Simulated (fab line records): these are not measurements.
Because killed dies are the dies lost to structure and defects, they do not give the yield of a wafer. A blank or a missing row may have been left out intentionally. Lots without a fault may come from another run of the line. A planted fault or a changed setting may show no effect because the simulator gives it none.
The tool behind it: which one?    flow n5_finfet    Sampling: 6 lots, 15 wafers, 6 of 1938 route steps

WHAT EACH GAUGE READ, for each wafer
N5_BEOL_M4_RC_MEAS_101.
lot   measured      on         VT_N (mV)
L654  day 8 10:25   prober-02  241 249 245
L656  day 8 13:13   prober-02  257 250 258
L660  day 9 07:47   prober-02  257 251 248
L672  day 13 20:16  prober-02  249 252
L674  day 13 18:13  prober-02  248 252
L676  day 14 01:16  prober-02  251 251

WHAT TOOL EACH LOT RAN ON (gives the tool, then ch and the chambers of the sampled wafers, and finally the start)
lot   N5_BEOL_M0_SPUTTER_132        N5_BEOL_M0_ANNEAL_133         N5_BEOL_M0_SPUTTER_141        N5_BEOL_M0_ECD_118             N5_BEOL_M0_CMP_120
L654  pvd_sputter-01, day 6 12:31   pvd_sputter-01, day 6 12:36   pvd_sputter-01, day 6 12:46   ecd_cu-02 ch 0,1, day 6 12:52  cmp-03 ch 0,1,2, day 6 13:15
L656  pvd_sputter-01, day 6 14:34   pvd_sputter-01, day 6 14:39   pvd_sputter-01, day 6 14:49   ecd_cu-01 ch 0,1, day 6 14:56  cmp-02 ch 0,1,3, day 6 15:44
L660  pvd_sputter-02, day 7 16:31   pvd_sputter-02, day 7 16:35   pvd_sputter-02, day 7 16:45   ecd_cu-02 ch 0, day 7 16:52    cmp-01 ch 0,2, day 7 17:21
L672  pvd_sputter-03, day 10 22:11  pvd_sputter-03, day 10 22:16  pvd_sputter-03, day 10 22:25  ecd_cu-02 ch 1, day 10 22:32   cmp-03 ch 1,2, day 10 22:57
L674  pvd_sputter-03, day 11 10:29  pvd_sputter-03, day 11 10:34  pvd_sputter-03, day 11 10:43  ecd_cu-01 ch 0, day 11 10:50   cmp-02 ch 1,2, day 11 11:13
L676  pvd_sputter-03, day 11 19:24  pvd_sputter-03, day 11 19:29  pvd_sputter-03, day 11 19:38  ecd_cu-01 ch 0, day 11 19:45   cmp-02 ch 0,2, day 11 20:16
- N5_BEOL_M0_SPUTTER_132: material Cu, target thk 4 nm, time 7.37 s.
- N5_BEOL_M0_ANNEAL_133: time 60 s.
- N5_BEOL_M0_SPUTTER_141: material Cu, target thk 4 nm, time 7.37 s.
- N5_BEOL_M0_ECD_118: material Cu, target thk 300 nm.
- N5_BEOL_M0_CMP_120: polishes, stops on SiOC, t overpolish 6.9 s.

THE ANSWER, worked out from the rows above alone
Rule: the lots themselves supply what counts as usual. Put in order of their means at a reading, lots are off if they are a third of the lots or fewer, leave a main group of 4 or more, and stand apart from it by a gap of 3 or more times the standard deviation of the main group's means; of several such gaps the widest counts. Not used: any main group whose means are identical at the precision the tables above print for the reading. Also off: a lot with no number at a reading for which 4 or more lots have one. The other lots that the step has rows for count as sound.
Nothing can be told from this: no lot is off at any reading shown.

WHAT THE SIMULATOR HAD PUT IN
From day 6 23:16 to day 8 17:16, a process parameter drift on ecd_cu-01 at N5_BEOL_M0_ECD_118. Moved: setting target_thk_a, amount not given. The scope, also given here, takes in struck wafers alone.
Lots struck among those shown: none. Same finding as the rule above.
